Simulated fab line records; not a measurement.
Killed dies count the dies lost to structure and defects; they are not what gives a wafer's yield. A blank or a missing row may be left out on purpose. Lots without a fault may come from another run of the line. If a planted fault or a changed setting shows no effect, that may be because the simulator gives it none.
Chamber matching | flow n5 finfet | N5_BEOL_M11_CURE_72 on uv cure-01: 3 sister chambers
The step cures SiCOH lowk, time 120 s. 18 wafers are shown with their chamber, then 9 later ones without.

## WAFERS PAIRED WITH THEIR CHAMBERS
wafer  | chamber | wafer_temp_C_max | lamp power pct (%)
L075.1 | 1       | 371.9            | 52.34
L075.5 | 1       | 373.1            | 52.24
L075.6 | 1       | 373.1            | 52.26
L074.2 | 1       | 372.1            | 52.30
L074.3 | 1       | 372.3            | 52.40
L074.5 | 1       | 372.6            | 52.36
L077.4 | 1       | 372.9            | 52.37
L077.5 | 1       | 373.1            | 52.36
L077.6 | 1       | 373.3            | 52.35
L076.2 | 0       | 372.0            | 52.34
L076.3 | 0       | 372.4            | 52.31
L076.5 | 0       | 372.1            | 52.27
L081.2 | 1       | 372.6            | 52.37
L081.5 | 1       | 373.0            | 52.32
L081.6 | 1       | 372.4            | 52.33
L084.1 | 2       | 371.0            | 52.37
L084.3 | 2       | 371.4            | 52.29
L084.4 | 2       | 371.2            | 52.25

SIGNATURES, as means of the wafers listed above
reading          | chamber 0 | chamber 1 | chamber 2 | scatter within a chamber
wafer_temp_C_max | 372.167   | 372.700   | 371.200   | 0.401
lamp power pct   | 52.3067   | 52.3333   | 52.3033   | 0.0477
Rule: a wafer's distance from a chamber is the root of the sum, over the readings, of the square of ((its reading less the chamber's mean) divided by the reading's scatter). If the next closest chamber is less than 2 further off than the closest, the wafer can't be placed; otherwise it belongs to the closest. The scatter: take each reading less its chamber's mean, square it, sum over the shown wafers, divide by the number of wafers less the number of chambers, and take the root.

## WAFERS WITHOUT THEIR CHAMBER
wafer  | wafer_temp_C_max | lamp power pct (%)
L085.1 | 372.9            | 52.32
L085.2 | 373.8            | 52.34
L085.5 | 373.1            | 52.28
L086.2 | 372.1            | 52.26
L086.4 | 373.1            | 52.29
L086.6 | 373.0            | 52.26
L089.1 | 373.2            | 52.36
L089.2 | 372.5            | 52.27
L089.6 | 371.8            | 52.21

## WHICH CHAMBER EACH WENT THROUGH
wafer  | from the rows above          | in truth
L085.1 | can't be placed: 1 or 0      | 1
L085.2 | can't be placed: 1 or 0      | 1
L085.5 | can't be placed: 1 or 0      | 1
L086.2 | can't be placed: 0 or 1 or 2 | 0
L086.4 | can't be placed: 1 or 0      | 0
L086.6 | can't be placed: 1 or 0      | 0
L089.1 | can't be placed: 1 or 0      | 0
L089.2 | can't be placed: 0 or 1      | 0
L089.6 | can't be placed: 0 or 2 or 1 | 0
Correct placement for 0 of the 9. Cannot be placed on the basis of these rows: 9; the candidates contain the true chamber in 9. Number placed wrongly: 0.
